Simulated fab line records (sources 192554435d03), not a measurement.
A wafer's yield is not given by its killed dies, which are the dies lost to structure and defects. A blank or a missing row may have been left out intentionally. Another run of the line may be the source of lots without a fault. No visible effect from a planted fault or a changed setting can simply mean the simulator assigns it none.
fab line records ; flow n5-finfet ; part 1 of 2: steps 1 to 19 of 30
record lots=5; wafers=15; last-day=18
route steps=1938 shown BEOL_M5@1154
lots that met no fault: taken from a fault-free run of the same line
start-h: start of the lot's first displayed wafer, in hours after the record's first day ; wait-h: time in hours since the lot's previous step ; " unchanged from the row above ; L1.1+2: a single row standing in for several wafers ; - no value present, or no start provided ; * or withheld: withheld ; < > ~ a bound
route shown NAME@n: names a module that has steps shown in the file, with the first one's number in the route ; usual: mean/standard deviation taken from wafers without a fault ; same: alike in all rows ; chamber/n: place in a boat ; sites: each site's reading ; _std_site: how widely they spread, as a standard deviation ; _edge_site: inner sites' mean taken away from outer sites' mean ; radius-mm: for every site, how far away it sits from the centre of the wafer ; mask NAME#n: copy n ; behind: the tool/chamber that last shaped the wafer ; hold: what put the lot on hold/how long, in hours/how the hold closed ; device: which transistor (n, p or np) failed to switch ; end of line: at the end of the route, the tests of the same wafers ; step lacking rows: just its recipe ; killed: not the wafer's yield, but the dies lost to structure and defects at the first sort ; map: shows each die of a wafer: x if killed, . if not, _ if none is there
set.NAME: the setting the step ran with; set.NAME@STEP: the setting that earlier step ran with ; model.NAME: the simulator's own value behind a step, which no gauge read
lots at some steps of the route; a table a step, a row a wafer
services: when a tool's chamber went out of use (start-h, in hours from the record's first day, below 0 if earlier), for how many hours, and the reason
## steps
# step N5_BEOL_M5_ETCH_68
# recipe chemistry=N2/H2; target=SOC; target-depth-a=800; overetch-a=160; mask-material=SiARC; temp-c=40; time-s=120; ion-energy-ev=200; pressure-mtorr=30; source-w=840; bias-w=150; n2-flow-sccm=200; h2-flow-sccm=200
# usual drypump-motor-current-A=5.7/0.4; oes-product-au=0.63/0.056; rf-vpp-V=524.4/1.7; showerhead-plenum-p-Torr=2.57/0.068; throttle-valve-pct=17.80/0.24
lot.wafer;tool;chamber;start-h;wait-h;drypump-motor-current-A;oes-product-au;rf-hours-counter-h;rf-vpp-V;showerhead-plenum-p-Torr;throttle-valve-pct
L085.1;rie-diel-05;0;238.10;0.0;6.2;0.56;188;525.5;2.64;18.18
L085.2;rie-diel-05;1;238.10;0.0;5.6;0.56;171;523.4;2.52;17.71
L085.4;rie-diel-05;3;238.10;0.0;5.6;0.68;34;523.1;2.47;17.38
L090.2;rie-diel-04;3;283.21;0.0;5.7;0.64;68;524.6;2.60;18.02
L090.4;rie-diel-04;0;283.21;0.0;5.9;0.57;168;523.6;2.52;17.63
L090.6;rie-diel-04;3;283.21;0.0;5.7;0.63;-;524.4;2.60;18.03
L092.1;rie-diel-02;1;296.80;0.0;4.9;0.69;27;525.0;2.59;17.48
L092.2;rie-diel-02;2;296.80;0.0;5.6;0.55;192;523.6;2.52;17.57
L092.5;rie-diel-02;1;296.80;0.0;4.9;0.68;-;524.9;2.59;17.47
L094.2;rie-diel-04;2;310.67;0.0;6.4;0.62;87;524.8;2.58;18.05
L094.3;rie-diel-04;0;310.67;0.0;5.9;0.56;175;524.2;2.52;17.66
L094.4;rie-diel-04;1;310.67;0.0;5.3;0.65;49;521.5;2.48;17.73
L096.2;rie-diel-04;2;317.32;0.0;6.4;0.63;90;524.2;2.58;18.08
L096.3;rie-diel-04;3;317.32;0.0;5.7;0.63;79;525.3;2.60;18.04
L096.4;rie-diel-04;0;317.32;0.0;5.9;0.57;178;522.8;2.52;17.66
# step N5_BEOL_M5_STRIP_69
# recipe chemistry=N2/H2; temp-c=40; n2-flow-sccm=200; h2-flow-sccm=200; rf-frequency-hz=6e+07
lot.wafer;tool;chamber;start-h;wait-h
L085.1+2+4;rie-diel-05;0,1,3;238.18;0.0
L090.2+4+6;rie-diel-04;3,0,3;283.30;0.0
L092.1+2+5;rie-diel-02;1,2,1;296.88;0.0
L094.2+3+4;rie-diel-04;2,0,1;310.75;0.0
L096.2+3+4;rie-diel-04;2,3,0;317.40;0.0
# step N5_BEOL_M5_STRIP_76
# recipe chemistry=N2/H2; temp-c=40; n2-flow-sccm=200; h2-flow-sccm=200; rf-frequency-hz=6e+07
lot.wafer;tool;chamber;start-h;wait-h
L085.1+2+4;rie-diel-05;0,1,3;238.19;0.0
L090.2+4+6;rie-diel-04;3,0,3;283.31;0.0
L092.1+2+5;rie-diel-02;1,2,1;296.89;0.0
L094.2+3+4;rie-diel-04;2,0,1;310.76;0.0
L096.2+3+4;rie-diel-04;2,3,0;317.41;0.0
# step N5_BEOL_M5_VIA_ETCH_34
# recipe chemistry=C4F6/O2; target=SiCOH_lowk; target-depth-a=883; mask-material=SOC; taper-deg=4; time-s=39.2; ion-energy-ev=250; pressure-mtorr=30; source-w=345; bias-w=185; Ar_flow_sccm=300; C4F6_flow_sccm=10; O2_flow_sccm=10
# usual drypump-motor-current-A=5.7/0.4; oes_o_777_au=0.81/0.07; oes-product-au=0.82/0.078; rf-vpp-V=669/8; showerhead-plenum-p-Torr=2.87/0.064; throttle-valve-pct=20.84/0.22
lot.wafer;tool;chamber;start-h;wait-h;drypump-motor-current-A;oes_o_777_au;oes-product-au;rf-hours-counter-h;rf-vpp-V;showerhead-plenum-p-Torr;throttle-valve-pct
L085.1;rie-diel-05;0;238.20;0.0;6.2;0.72;0.73;188;671;2.95;21.21
L085.2;rie-diel-05;1;238.20;0.0;5.6;0.77;0.74;171;663;2.85;20.91
L085.4;rie-diel-05;3;238.20;0.0;5.6;0.91;0.88;34;667;2.81;20.80
L090.2;rie-diel-04;3;283.32;0.0;5.7;0.77;0.83;68;682;2.90;21.06
L090.4;rie-diel-04;0;283.32;0.0;5.9;0.76;0.75;168;659;2.85;20.82
L090.6;rie-diel-04;3;283.32;0.0;5.7;0.77;0.83;-;682;2.90;21.07
L092.1;rie-diel-02;1;296.90;0.0;4.9;0.87;0.89;27;659;2.89;20.56
L092.2;rie-diel-02;2;296.90;0.0;5.6;0.74;0.72;192;662;2.81;20.64
L092.5;rie-diel-02;1;296.90;0.0;4.9;0.87;0.90;-;658;2.89;20.57
L094.2;rie-diel-04;2;310.77;0.0;6.4;0.81;0.83;87;674;2.88;21.05
L094.3;rie-diel-04;0;310.77;0.0;5.9;0.77;0.74;175;656;2.85;20.82
L094.4;rie-diel-04;1;310.77;0.0;5.4;0.86;0.86;49;671;2.76;20.64
L096.2;rie-diel-04;2;317.42;0.0;6.4;0.81;0.83;90;674;2.88;21.03
L096.3;rie-diel-04;3;317.42;0.0;5.7;0.76;0.82;79;681;2.89;21.09
L096.4;rie-diel-04;0;317.42;0.0;5.9;0.76;0.73;178;656;2.85;20.83
# step N5_BEOL_M5_STRIP_85
# recipe chemistry=C4F6/O2; resist=SiARC; rf-frequency-hz=6e+07
lot.wafer;tool;chamber;start-h;wait-h
L085.1+2+4;rie-diel-05;0,1,3;238.24;0.0
L090.2+4+6;rie-diel-04;3,0,3;283.35;0.0
L092.1+2+5;rie-diel-02;1,2,1;296.93;0.0
L094.2+3+4;rie-diel-04;2,0,1;310.81;0.0
L096.2+3+4;rie-diel-04;2,3,0;317.46;0.0
# step N5_BEOL_M5_STRIP_36
# recipe chemistry=N2/H2; power-w=450; temp-c=40; pressure-mtorr=20; rf-frequency-hz=6e+07; overash-fraction=0.3; bias-power-w=7; h2-frac=0.5; n2-flow-sccm=200; h2-flow-sccm=200
# usual drypump-motor-current-A=5.7/0.4; oes-product-au=0.82/0.078; rf-vpp-V=59.1/1.6; showerhead-plenum-p-Torr=2.57/0.068; throttle-valve-pct=23.7/0.32
lot.wafer;tool;chamber;start-h;wait-h;drypump-motor-current-A;oes-product-au;rf-hours-counter-h;rf-vpp-V;showerhead-plenum-p-Torr;throttle-valve-pct
L085.1;rie-diel-05;0;238.25;0.0;6.2;0.72;188;59.6;2.63;24.0
L085.2;rie-diel-05;1;238.25;0.0;5.6;0.73;171;60.0;2.52;23.5
L085.4;rie-diel-05;3;238.25;0.0;5.6;0.87;34;57.6;2.46;23.1
L090.2;rie-diel-04;3;283.36;0.0;5.7;0.83;68;60.8;2.60;23.9
L090.4;rie-diel-04;0;283.36;0.0;5.9;0.74;168;58.8;2.52;23.3
L090.6;rie-diel-04;3;283.36;0.0;5.7;0.83;-;58.2;2.60;23.9
L092.1;rie-diel-02;1;296.94;0.0;4.9;0.92;27;59.3;2.59;23.3
L092.2;rie-diel-02;2;296.94;0.0;5.6;0.73;192;59.1;2.51;23.2
L092.5;rie-diel-02;1;296.94;0.0;4.9;0.91;-;59.1;2.59;23.3
L094.2;rie-diel-04;2;310.82;0.0;6.4;0.81;87;61.7;2.58;24.1
L094.3;rie-diel-04;0;310.82;0.0;5.9;0.73;175;59.4;2.52;23.4
L094.4;rie-diel-04;1;310.82;0.0;5.3;0.87;49;58.1;2.47;23.7
L096.2;rie-diel-04;2;317.47;0.0;6.4;0.82;90;57.1;2.58;24.1
L096.3;rie-diel-04;3;317.47;0.0;5.8;0.82;79;58.9;2.59;24.0
L096.4;rie-diel-04;0;317.47;0.0;5.9;0.73;178;56.2;2.51;23.4
# step N5_BEOL_M5_TRENCH_ETCH_37
# recipe chemistry=C4F6/O2; target-depth-a=716.52; target=SiCOH_lowk; time-s=24.7; ion-energy-ev=250; pressure-mtorr=30; source-w=345; bias-w=185; Ar_flow_sccm=300; C4F6_flow_sccm=10; O2_flow_sccm=10
# usual drypump-motor-current-A=5.7/0.4; oes_o_777_au=0.81/0.07; oes-product-au=0.82/0.077; rf-vpp-V=669/7.9; showerhead-plenum-p-Torr=2.87/0.064; throttle-valve-pct=20.88/0.22
lot.wafer;tool;chamber;start-h;wait-h;drypump-motor-current-A;oes_o_777_au;oes-product-au;rf-hours-counter-h;rf-vpp-V;showerhead-plenum-p-Torr;throttle-valve-pct
L085.1;rie-diel-05;0;-;-;6.2;0.72;0.72;188;671;2.95;21.23
L085.2;rie-diel-05;1;-;-;5.6;0.76;0.73;171;662;2.86;20.96
L085.4;rie-diel-05;3;-;-;5.6;0.91;0.89;34;666;2.81;20.87
L090.2;rie-diel-04;3;-;-;5.7;0.77;0.83;68;683;2.90;21.10
L090.4;rie-diel-04;0;-;-;5.9;0.77;0.74;168;656;2.85;20.86
L090.6;rie-diel-04;3;-;-;5.7;0.76;0.83;-;682;2.90;21.09
L092.1;rie-diel-02;1;-;-;4.9;0.87;0.90;27;658;2.89;20.60
L092.2;rie-diel-02;2;-;-;5.6;0.74;0.73;192;661;2.81;20.67
L092.5;rie-diel-02;1;-;-;4.9;0.87;0.90;-;661;2.89;20.61
L094.2;rie-diel-04;2;-;-;6.4;0.82;0.83;87;673;2.88;21.08
L094.3;rie-diel-04;0;-;-;5.9;0.77;0.75;175;657;2.85;20.87
L094.4;rie-diel-04;1;-;-;5.4;0.86;0.86;49;670;2.76;20.68
L096.2;rie-diel-04;2;-;-;6.4;0.81;0.83;90;674;2.88;21.08
L096.3;rie-diel-04;3;-;-;5.7;0.76;0.83;79;680;2.89;21.10
L096.4;rie-diel-04;0;-;-;5.9;0.77;0.74;178;657;2.85;20.88
# step N5_BEOL_M5_ETCH_41
# recipe chemistry=CH3F/O2; target=SiCN; target-depth-a=315; taper-deg=2; time-s=56.7; ion-energy-ev=120; mask-material=TiN; pressure-mtorr=30; source-w=395; bias-w=75; Ar_flow_sccm=150; CH3F_flow_sccm=30; O2_flow_sccm=20
# usual drypump-motor-current-A=5.7/0.4; oes-product-au=0.82/0.077; rf-vpp-V=297.8/1.4; showerhead-plenum-p-Torr=2.02/0.046; throttle-valve-pct=16.26/0.21
lot.wafer;tool;chamber;start-h;wait-h;drypump-motor-current-A;oes-product-au;rf-hours-counter-h;rf-vpp-V;showerhead-plenum-p-Torr;throttle-valve-pct
L085.1;rie-diel-05;0;-;-;6.2;0.72;188;299.5;2.08;16.65
L085.2;rie-diel-05;1;-;-;5.6;0.74;171;297.7;2.00;16.34
L085.4;rie-diel-05;3;-;-;5.6;0.88;34;294.7;1.97;16.21
L090.2;rie-diel-04;3;-;-;5.7;0.83;68;298.6;2.03;16.42
L090.4;rie-diel-04;0;-;-;5.9;0.73;168;296.2;2.00;16.26
L090.6;rie-diel-04;3;-;-;5.7;0.82;-;298.4;2.03;16.41
L092.1;rie-diel-02;1;-;-;4.9;0.89;27;297.4;2.04;16.01
L092.2;rie-diel-02;2;-;-;5.6;0.72;192;296.5;1.98;16.17
L092.5;rie-diel-02;1;-;-;4.9;0.89;-;299.3;2.04;16.00
L094.2;rie-diel-04;2;-;-;6.4;0.83;87;298.9;2.03;16.42
L094.3;rie-diel-04;0;-;-;5.9;0.74;175;295.6;2.00;16.27
L094.4;rie-diel-04;1;-;-;5.3;0.85;49;294.3;1.94;16.07
L096.2;rie-diel-04;2;-;-;6.4;0.81;90;298.3;2.03;16.41
L096.3;rie-diel-04;3;-;-;5.7;0.81;79;297.3;2.03;16.44
L096.4;rie-diel-04;0;-;-;5.9;0.73;178;297.9;2.00;16.29
# step N5_BEOL_M5_STRIP_91
# recipe chemistry=N2/H2; time-s=10; power-w=450; temp-c=40; pressure-mtorr=20; rf-frequency-hz=6e+07; bias-power-w=7; n2-flow-sccm=200; h2-flow-sccm=200
# usual drypump-motor-current-A=5.7/0.4; oes-product-au=0.82/0.078; rf-vpp-V=59.2/0.8; showerhead-plenum-p-Torr=2.57/0.068; throttle-valve-pct=23.7/0.32
lot.wafer;tool;chamber;start-h;wait-h;drypump-motor-current-A;oes-product-au;rf-hours-counter-h;rf-vpp-V;showerhead-plenum-p-Torr;throttle-valve-pct
L085.1;rie-diel-05;0;-;-;6.2;0.71;188;58.7;2.63;24.0
L085.2;rie-diel-05;1;-;-;5.6;0.74;171;60.4;2.52;23.5
L085.4;rie-diel-05;3;-;-;5.6;0.88;34;58.9;2.46;23.1
L090.2;rie-diel-04;3;-;-;5.7;0.82;68;58.7;2.60;23.9
L090.4;rie-diel-04;0;-;-;5.9;0.74;168;59.9;2.52;23.3
L090.6;rie-diel-04;3;-;-;5.7;0.82;-;60.5;2.60;23.9
L092.1;rie-diel-02;1;-;-;4.9;0.91;27;59.6;2.58;23.3
L092.2;rie-diel-02;2;-;-;5.6;0.74;192;57.9;2.51;23.2
L092.5;rie-diel-02;1;-;-;4.9;0.91;-;58.1;2.59;23.3
L094.2;rie-diel-04;2;-;-;6.4;0.81;87;58.7;2.58;24.1
L094.3;rie-diel-04;0;-;-;5.9;0.74;175;59.5;2.52;23.4
L094.4;rie-diel-04;1;-;-;5.3;0.86;49;57.8;2.47;23.7
L096.2;rie-diel-04;2;-;-;6.4;0.82;90;59.2;2.57;24.1
L096.3;rie-diel-04;3;-;-;5.7;0.81;79;58.6;2.59;23.9
L096.4;rie-diel-04;0;-;-;5.9;0.74;178;58.4;2.52;23.4
# step N5_BEOL_M5_OCD_MEAS_38
# usual trench-depth-nm=71.6/1.1
lot.wafer;tool;chamber;start-h;wait-h;trench-depth-nm
L085.1;ocd-02;-;238.44;-;70.2
L085.2;ocd-02;-;238.44;-;71.9
L085.4;ocd-02;-;238.44;-;71.3
L090.2;ocd-02;-;283.56;-;71.7
L090.4;ocd-02;-;283.56;-;71.5
L090.6;ocd-02;-;283.56;-;71.7
L092.1;ocd-02;-;297.14;-;70.8
L092.2;ocd-02;-;297.14;-;71.3
L092.5;ocd-02;-;297.14;-;70.8
L094.2;ocd-02;-;311.01;-;72.5
L094.3;ocd-02;-;311.01;-;72.3
L094.4;ocd-02;-;311.01;-;72.4
L096.2;ocd-01;-;317.66;-;72.9
L096.3;ocd-01;-;317.66;-;72.4
L096.4;ocd-01;-;317.66;-;72.2
# step N5_BEOL_M5_HM_STRIP_39
# recipe chemistry=peroxide-tin-strip; material=TiN; target-depth-a=250; temp-c=50; time-s=158
# usual bath-heat-duty-pct=7.2/0.85
lot.wafer;tool;chamber;start-h;wait-h;bath-heat-duty-pct
L085.1;wet-bench-03;4;238.47;0.0;7.0
L085.2;wet-bench-03;1;238.47;0.0;8.5
L085.4;wet-bench-03;2;238.47;0.0;5.5
L090.2;wet-bench-04;0;283.59;0.0;5.6
L090.4;wet-bench-04;1;283.59;0.0;6.8
L090.6;wet-bench-04;4;283.59;0.0;6.6
L092.1;wet-bench-03;0;297.17;0.0;7.2
L092.2;wet-bench-03;1;297.17;0.0;8.5
L092.5;wet-bench-03;5;297.17;0.0;8.3
L094.2;wet-bench-04;1;311.04;0.0;6.7
L094.3;wet-bench-04;4;311.04;0.0;7.1
L094.4;wet-bench-04;2;311.04;0.0;7.9
L096.2;wet-bench-03;1;317.70;0.0;7.6
L096.3;wet-bench-03;4;317.70;0.0;7.3
L096.4;wet-bench-03;0;317.70;0.0;6.6
# step N5_BEOL_M5_SRD_40
# recipe time-s=30; temp-c=23; rinse-liquid=diw; dry=ipa-marangoni
# usual bath-heat-duty-pct=3.7/0.58
lot.wafer;tool;chamber;start-h;wait-h;bath-heat-duty-pct
L085.1;wet-bench-03;4;238.52;0.0;3.6
L085.2;wet-bench-03;1;238.52;0.0;3.7
L085.4;wet-bench-03;2;238.52;0.0;3.1
L090.2;wet-bench-04;0;283.63;0.0;2.9
L090.4;wet-bench-04;1;283.63;0.0;2.4
L090.6;wet-bench-04;4;283.63;0.0;3.8
L092.1;wet-bench-03;0;297.22;0.0;3.0
L092.2;wet-bench-03;1;297.22;0.0;4.7
L092.5;wet-bench-03;5;297.22;0.0;3.6
L094.2;wet-bench-04;1;311.14;0.0;3.6
L094.3;wet-bench-04;4;311.14;0.0;3.4
L094.4;wet-bench-04;2;311.14;0.0;3.7
L096.2;wet-bench-03;1;317.74;0.0;4.0
L096.3;wet-bench-03;4;317.74;0.0;3.9
L096.4;wet-bench-03;0;317.74;0.0;3.8
# step N5_BEOL_M5_PRECLEAN_42
# recipe chemistry=residue-remover; time-s=60; temp-c=40
# usual bath-heat-duty-pct=4.5/0.69
lot.wafer;tool;chamber;start-h;wait-h;bath-heat-duty-pct
L085.1;wet-bench-03;4;238.54;0.0;4.4
L085.2;wet-bench-03;1;238.54;0.0;5.2
L085.4;wet-bench-03;2;238.54;0.0;3.7
L090.2;wet-bench-04;0;283.65;0.0;3.4
L090.4;wet-bench-04;1;283.65;0.0;3.9
L090.6;wet-bench-04;4;283.65;0.0;3.7
L092.1;wet-bench-03;0;297.23;0.0;3.9
L092.2;wet-bench-03;1;297.23;0.0;4.6
L092.5;wet-bench-03;5;297.23;0.0;4.6
L094.2;wet-bench-04;1;311.17;0.0;3.0
L094.3;wet-bench-04;4;311.17;0.0;4.3
L094.4;wet-bench-04;2;311.17;0.0;4.8
L096.2;wet-bench-03;1;317.76;0.0;5.0
L096.3;wet-bench-03;4;317.76;0.0;4.9
L096.4;wet-bench-03;0;317.76;0.0;4.4
# step N5_BEOL_M5_SRD_43
# recipe time-s=30; temp-c=23; rinse-liquid=diw; dry=ipa-marangoni
# usual bath-heat-duty-pct=3.7/0.62
lot.wafer;tool;chamber;start-h;wait-h;bath-heat-duty-pct
L085.1;wet-bench-03;4;238.55;0.0;3.4
L085.2;wet-bench-03;1;238.55;0.0;5.1
L085.4;wet-bench-03;2;238.55;0.0;3.7
L090.2;wet-bench-04;0;283.67;0.0;3.8
L090.4;wet-bench-04;1;283.67;0.0;2.9
L090.6;wet-bench-04;4;283.67;0.0;3.2
L092.1;wet-bench-03;0;297.25;0.0;3.1
L092.2;wet-bench-03;1;297.25;0.0;3.9
L092.5;wet-bench-03;5;297.25;0.0;4.0
L094.2;wet-bench-04;1;311.20;0.0;2.9
L094.3;wet-bench-04;4;311.20;0.0;3.7
L094.4;wet-bench-04;2;311.20;0.0;4.0
L096.2;wet-bench-03;1;317.78;0.0;5.3
L096.3;wet-bench-03;4;317.78;0.0;4.3
L096.4;wet-bench-03;0;317.78;0.0;3.8
# step N5_BEOL_M5_CD_MEAS_35
# recipe target-cd-nm=28; target-cd-y-nm=24; polarity=opening
# usual cd-nm=28.0/0.37
lot.wafer;tool;chamber;start-h;wait-h;cd-nm
L085.1;cd-sem-03;-;238.59;0.0;28.1
L085.2;cd-sem-03;-;238.59;0.0;28.1
L085.4;cd-sem-03;-;238.59;0.0;27.6
L090.2;cd-sem-02;-;283.71;0.0;27.6
L090.4;cd-sem-02;-;283.71;0.0;27.8
L090.6;cd-sem-02;-;283.71;0.0;28.2
L092.1;cd-sem-02;-;297.29;0.0;28.6
L092.2;cd-sem-02;-;297.29;0.0;28.1
L092.5;cd-sem-02;-;297.29;0.0;28.1
L094.2;cd-sem-01;-;311.27;0.0;28.4
L094.3;cd-sem-01;-;311.27;0.0;28.0
L094.4;cd-sem-01;-;311.27;0.0;28.0
L096.2;cd-sem-03;-;317.82;0.0;28.5
L096.3;cd-sem-03;-;317.82;0.0;28.6
L096.4;cd-sem-03;-;317.82;0.0;28.3
# step N5_BEOL_M5_CURE_80
# recipe temp-c=370; time-s=120; ambient=DMADMS/He; material=SiCOH_lowk
# usual lamp-power-pct=52.30/0.054; wafer_temp_C_max=371.6/0.6
lot.wafer;tool;chamber;start-h;wait-h;lamp-power-pct;wafer_temp_C_max
L085.1;uv-cure-01;0;239.46;0.9;52.38;371.6
L085.2;uv-cure-01;0;239.46;0.9;52.33;371.7
L085.4;uv-cure-01;0;239.46;0.9;52.24;372.3
L090.2;uv-cure-03;2;283.80;0.1;52.27;373.2
L090.4;uv-cure-03;2;283.80;0.1;52.29;372.5
L090.6;uv-cure-03;2;283.80;0.1;52.30;372.7
L092.1;uv-cure-01;1;297.33;0.0;52.26;371.1
L092.2;uv-cure-01;1;297.33;0.0;52.29;371.5
L092.5;uv-cure-01;1;297.33;0.0;52.29;371.4
L094.2;uv-cure-01;0;311.36;0.1;52.24;371.4
L094.3;uv-cure-01;0;311.36;0.1;52.22;371.4
L094.4;uv-cure-01;0;311.36;0.1;52.42;371.8
L096.2;uv-cure-01;0;317.99;0.2;52.29;371.8
L096.3;uv-cure-01;0;317.99;0.2;52.26;371.8
L096.4;uv-cure-01;0;317.99;0.2;52.35;372.0
# step N5_BEOL_M5_DEGAS_44
# recipe ambient=vacuum; temp-c=250; time-s=60
# usual heater-power-w=330/44
lot.wafer;tool;chamber;start-h;wait-h;heater-power-w
L085.1;pvd-sputter-01;-;240.57;1.1;327
L085.2;pvd-sputter-01;-;240.57;1.1;323
L085.4;pvd-sputter-01;-;240.57;1.1;304
L090.2;pvd-sputter-01;-;284.93;1.1;307
L090.4;pvd-sputter-01;-;284.93;1.1;317
L090.6;pvd-sputter-01;-;284.93;1.1;312
L092.1;pvd-sputter-03;-;297.73;0.3;300
L092.2;pvd-sputter-03;-;297.73;0.3;370
L092.5;pvd-sputter-03;-;297.73;0.3;347
L094.2;pvd-sputter-01;-;311.63;0.2;317
L094.3;pvd-sputter-01;-;311.63;0.2;318
L094.4;pvd-sputter-01;-;311.63;0.2;374
L096.2;pvd-sputter-02;-;318.36;0.3;303
L096.3;pvd-sputter-02;-;318.36;0.3;309
L096.4;pvd-sputter-02;-;318.36;0.3;291
# step N5_BEOL_M5_PRE_CLEAN_45
# recipe gas=H2/He; time-s=30; temp-c=250
# usual heater-power-w=331/44
lot.wafer;tool;chamber;start-h;wait-h;heater-power-w
L085.1;pvd-sputter-01;-;240.61;0.0;321
L085.2;pvd-sputter-01;-;240.61;0.0;322
L085.4;pvd-sputter-01;-;240.61;0.0;303
L090.2;pvd-sputter-01;-;284.97;0.0;301
L090.4;pvd-sputter-01;-;284.97;0.0;315
L090.6;pvd-sputter-01;-;284.97;0.0;302
L092.1;pvd-sputter-03;-;297.77;0.0;308
L092.2;pvd-sputter-03;-;297.77;0.0;383
L092.5;pvd-sputter-03;-;297.77;0.0;353
L094.2;pvd-sputter-01;-;311.67;0.0;322
L094.3;pvd-sputter-01;-;311.67;0.0;315
L094.4;pvd-sputter-01;-;311.67;0.0;375
L096.2;pvd-sputter-02;-;318.40;0.0;302
L096.3;pvd-sputter-02;-;318.40;0.0;316
L096.4;pvd-sputter-02;-;318.40;0.0;286
# step N5_BEOL_M5_ALD_86
# recipe material=TaN; target-thk-a=*; temp-c=275; ald-precursor-family=PDMAT; ald-co-reactant=NH3; pressure-torr=3; carrier-flow-sccm=1500; pulse-time-s=2; purge-time-s=3; co-reactant-purge-time-s=2; co-reactant-pulse-time-s=3; ald-cycles=30; precursor-vessel-temp-c=75; precursor-vessel-pressure-torr=26.25; precursor-vessel-carrier-sccm=1000
# usual heater-power-w=402/36; mfc-carrier-sccm=1500/4.5; precursor-vessel-carrier-sccm=1000/3.1; precursor-vessel-pressure-torr=26.25/0.049
# same ald-cycles=30; purge-time-s=3
lot.wafer;tool;chamber;start-h;wait-h;heater-power-w;mfc-carrier-sccm;precursor-vessel-carrier-sccm;precursor-vessel-pressure-torr
L085.1;ald-metal-01;3;240.76;0.1;374;1507;1004;26.14
L085.2;ald-metal-01;0;240.76;0.1;414;1500;994;26.18
L085.4;ald-metal-01;2;240.76;0.1;357;1502;1002;26.25
L090.2;ald-metal-03;2;285.03;0.0;400;1497;998;26.29
L090.4;ald-metal-03;1;285.03;0.0;409;1496;999;26.28
L090.6;ald-metal-03;2;285.03;0.0;401;1499;997;26.21
L092.1;ald-metal-03;2;297.83;0.0;396;1503;1000;26.29
L092.2;ald-metal-03;0;297.83;0.0;367;1504;1002;26.24
L092.5;ald-metal-03;3;297.83;0.0;406;1500;996;26.25
L094.2;ald-metal-03;1;311.73;0.0;404;1502;1004;26.35
L094.3;ald-metal-03;2;311.73;0.0;398;1490;999;26.30
L094.4;ald-metal-03;0;311.73;0.0;372;1496;1007;26.28
L096.2;ald-metal-02;1;318.60;0.2;369;1502;1004;26.29
L096.3;ald-metal-02;2;318.60;0.2;438;1494;1003;26.12
L096.4;ald-metal-02;0;318.60;0.2;431;1500;1000;26.22
